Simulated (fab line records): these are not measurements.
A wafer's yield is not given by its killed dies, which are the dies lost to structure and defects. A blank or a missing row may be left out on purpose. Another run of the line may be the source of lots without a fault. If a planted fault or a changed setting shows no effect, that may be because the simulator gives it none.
Matching of chambers / flow n5-finfet / pecvd-02 running N5_BEOL_M12_ILD_DEP_00: 3 sister chambers
The step deposits SiOC from DEMS/O2, target thk 658.92 nm, time 130.7 s. 6 wafers are shown with their chamber, then 7 later ones without.

EACH WAFER AND ITS CHAMBER
wafer=L079.4; chamber=1; heater-power-w (W)=449; throttle-valve-pct (%)=11.5
wafer=L082.4; chamber=1; heater-power-w (W)=415; throttle-valve-pct (%)=11.7
wafer=L088.2; chamber=2; heater-power-w (W)=535; throttle-valve-pct (%)=11.8
wafer=L088.5; chamber=0; heater-power-w (W)=540; throttle-valve-pct (%)=12.0
wafer=L089.1; chamber=0; heater-power-w (W)=505; throttle-valve-pct (%)=12.2
wafer=L089.3; chamber=2; heater-power-w (W)=512; throttle-valve-pct (%)=11.5

WAFERS WITHOUT THEIR CHAMBER
wafer=L089.4; heater-power-w (W)=440; throttle-valve-pct (%)=11.6
wafer=L087.1; heater-power-w (W)=548; throttle-valve-pct (%)=11.9
wafer=L087.5; heater-power-w (W)=407; throttle-valve-pct (%)=11.7
wafer=L087.6; heater-power-w (W)=549; throttle-valve-pct (%)=11.6
wafer=L097.1; heater-power-w (W)=429; throttle-valve-pct (%)=10.7
wafer=L097.3; heater-power-w (W)=560; throttle-valve-pct (%)=12.0
wafer=L097.5; heater-power-w (W)=434; throttle-valve-pct (%)=11.0

CHAMBER TAKEN BY EACH
wafer=L089.4; from the rows above=1; in truth=1
wafer=L087.1; from the rows above=can't be placed: 0 or 2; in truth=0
wafer=L087.5; from the rows above=1; in truth=1
wafer=L087.6; from the rows above=2; in truth=2
wafer=L097.1; from the rows above=can't be placed: 1 or 2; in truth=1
wafer=L097.3; from the rows above=can't be placed: 0 or 2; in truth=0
wafer=L097.5; from the rows above=1; in truth=1
4 of 7 placed correctly. Unplaceable from these rows: 3, with the true chamber sitting among the candidates in 3. Placed wrongly: 0.
How it was worked out, from the rows above alone: a wafer's distance from a chamber is the root of the sum, over the readings, of the square of ((its reading less the chamber's mean) divided by the reading's scatter). If the next closest chamber is less than 2 further off than the closest, the wafer can't be placed; otherwise it belongs to the closest. The mean given for a chamber averages the wafers shown for that chamber. The scatter: take each reading less its chamber's mean, square it, sum over the shown wafers, divide by the number of wafers less the number of chambers, and take the root.
